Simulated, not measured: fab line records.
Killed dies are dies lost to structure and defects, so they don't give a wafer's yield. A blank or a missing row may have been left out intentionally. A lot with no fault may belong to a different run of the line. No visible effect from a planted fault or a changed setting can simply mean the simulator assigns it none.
Chamber matching | flow nand_harc | NHARC_A_WL_FILL_STRIP_29 on rie_diel-05 has 4 sister chambers
The step strips in O2, time 20 s. 4 wafers are shown with their chamber, then 8 later ones without.

== EACH WAFER AND ITS CHAMBER ==
wafer  | chamber | showerhead_plenum_p_Torr (Torr)
L080.5 | 0       | 3.32
L082.5 | 3       | 3.48
L089.5 | 2       | 3.63
L090.1 | 1       | 3.55

== WAFERS WHOSE CHAMBER IS MISSING ==
wafer  | showerhead_plenum_p_Torr (Torr)
L090.2 | 3.48
L090.4 | 3.63
L092.4 | 3.32
L092.5 | 3.63
L092.6 | 3.47
L094.1 | 3.47
L094.4 | 3.32
L094.5 | 3.47

== CHAMBER TAKEN BY EACH ==
wafer  | from the rows above | in truth
L090.2 | 3                   | 3
L090.4 | 2                   | 2
L092.4 | 0                   | 0
L092.5 | 2                   | 2
L092.6 | 3                   | 3
L094.1 | 3                   | 3
L094.4 | 0                   | 0
L094.5 | 3                   | 3
Correct placement for 8 of the 8. Left unplaced by these rows: 0. Wrongly placed: 0.
How it was worked out, from the rows above alone: a wafer's distance from a chamber is the root of the sum, over the readings, of the square of ((its reading less the chamber's mean) divided by the reading's scatter). If the next closest chamber is less than 2 further off than the closest, the wafer can't be placed; otherwise it belongs to the closest. A chamber's mean is the mean of its shown wafers. The scatter: with one shown wafer a chamber, the root of the mean of the squares of how far each hidden wafer lies from its nearest shown one.
